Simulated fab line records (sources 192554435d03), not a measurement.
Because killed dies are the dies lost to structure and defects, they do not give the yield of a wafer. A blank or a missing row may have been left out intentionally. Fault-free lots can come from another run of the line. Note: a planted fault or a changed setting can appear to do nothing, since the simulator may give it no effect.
Chamber matching + flow n5_finfet + 4 sister chambers for N5_BEOL_M12_VIA_ETCH_16 on rie_diel-02
The step etches SiOC in C4F8/O2/Ar, target depth 724.8 nm. 4 wafers are shown with their chamber, then 7 later ones without.

WAFERS, EACH WITH ITS CHAMBER
| wafer  | chamber | showerhead_plenum_p_Torr (Torr) |
|--------|---------|---------------------------------|
| L825.2 | 0       | 3.59                            |
| L834.5 | 2       | 3.33                            |
| L836.1 | 3       | 3.48                            |
| L836.2 | 1       | 3.57                            |

WAFERS MISSING THEIR CHAMBER
| wafer  | showerhead_plenum_p_Torr (Torr) |
|--------|---------------------------------|
| L836.5 | 3.57                            |
| L842.2 | 3.56                            |
| L842.5 | 3.56                            |
| L842.6 | 3.57                            |
| L844.2 | 3.56                            |
| L844.4 | 3.56                            |
| L844.6 | 3.31                            |

WHICH CHAMBER EACH ONE RAN IN
| wafer  | from the rows above     | in truth |
|--------|-------------------------|----------|
| L836.5 | can't be placed: 1 or 0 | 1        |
| L842.2 | can't be placed: 1 or 0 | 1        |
| L842.5 | can't be placed: 1 or 0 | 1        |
| L842.6 | can't be placed: 1 or 0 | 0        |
| L844.2 | can't be placed: 1 or 0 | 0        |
| L844.4 | can't be placed: 1 or 0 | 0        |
| L844.6 | 2                       | 2        |
1 of 7 placed correctly. Can't be placed from these rows: 6 (the true chamber is among the candidates in 6). Placed wrongly: 0.
How it was worked out, from the rows above alone: a wafer's distance from a chamber is the root of the sum, over the readings, of the square of ((its reading less the chamber's mean) divided by the reading's scatter). If the next closest chamber is less than 2 further off than the closest, the wafer can't be placed; otherwise it belongs to the closest. For every chamber, the mean is computed from those of its wafers that are shown. The scatter (one wafer shown for each chamber): square how far every hidden wafer sits from the nearest shown wafer, average those squares and take the square root.
